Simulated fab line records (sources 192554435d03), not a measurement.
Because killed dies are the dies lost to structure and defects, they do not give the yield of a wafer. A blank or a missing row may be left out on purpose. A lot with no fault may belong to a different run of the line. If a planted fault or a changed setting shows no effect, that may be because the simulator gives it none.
Matching of chambers + flow n5-finfet + 3 sister chambers for N5_BEOL_M3_DEP_57 on pecvd-01
The step deposits SiCN from 3MS/NH3, target thk 8 nm, time 14 s. 6 wafers are shown with their chamber, then 12 later ones without.

## EACH WAFER AND ITS CHAMBER
| wafer  | chamber | throttle-valve-pct (%) | showerhead-plenum-p-Torr (Torr) |
|--------|---------|------------------------|---------------------------------|
| L080.2 | 0       | 8.3                    | 3.687                           |
| L080.5 | 1       | 9.4                    | 3.648                           |
| L080.6 | 2       | 8.9                    | 3.655                           |
| L087.1 | 2       | 8.8                    | 3.651                           |
| L087.2 | 0       | 8.2                    | 3.684                           |
| L087.3 | 1       | 9.3                    | 3.654                           |

## WAFERS WITHOUT THEIR CHAMBER
| wafer  | throttle-valve-pct (%) | showerhead-plenum-p-Torr (Torr) |
|--------|------------------------|---------------------------------|
| L087.4 | 8.4                    | 3.690                           |
| L087.5 | 9.0                    | 3.645                           |
| L087.6 | 9.2                    | 3.667                           |
| L090.4 | 8.1                    | 3.685                           |
| L090.5 | 9.1                    | 3.643                           |
| L090.6 | 9.1                    | 3.659                           |
| L093.2 | 8.7                    | 3.647                           |
| L093.3 | 9.5                    | 3.650                           |
| L093.5 | 8.1                    | 3.690                           |
| L096.1 | 9.0                    | 3.677                           |
| L096.5 | 9.3                    | 3.655                           |
| L096.6 | 8.9                    | 3.644                           |

## EACH ONE'S CHAMBER
| wafer  | from the rows above     | in truth |
|--------|-------------------------|----------|
| L087.4 | 0                       | 0        |
| L087.5 | 2                       | 2        |
| L087.6 | can't be placed: 1 or 2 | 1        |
| L090.4 | 0                       | 0        |
| L090.5 | can't be placed: 1 or 2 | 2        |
| L090.6 | can't be placed: 2 or 1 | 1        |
| L093.2 | 2                       | 2        |
| L093.3 | 1                       | 1        |
| L093.5 | 0                       | 0        |
| L096.1 | can't be placed: 2 or 1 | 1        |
| L096.5 | 1                       | 1        |
| L096.6 | 2                       | 2        |
8 of 12 placed correctly. Can't be placed from these rows: 4 (the true chamber is among the candidates in 4). Placed wrongly: 0.
How it was worked out, from the rows above alone: a wafer's distance from a chamber is the root of the sum, over the readings, of the square of ((its reading less the chamber's mean) divided by the reading's scatter). The wafer belongs to the nearest chamber; if the next one is less than 2 further off, it can't be placed. For every chamber, the mean is computed from those of its wafers that are shown. The scatter is the square root of a quotient: the sum, over the shown wafers, of each reading's squared deviation from its chamber's mean, divided by wafers minus chambers.
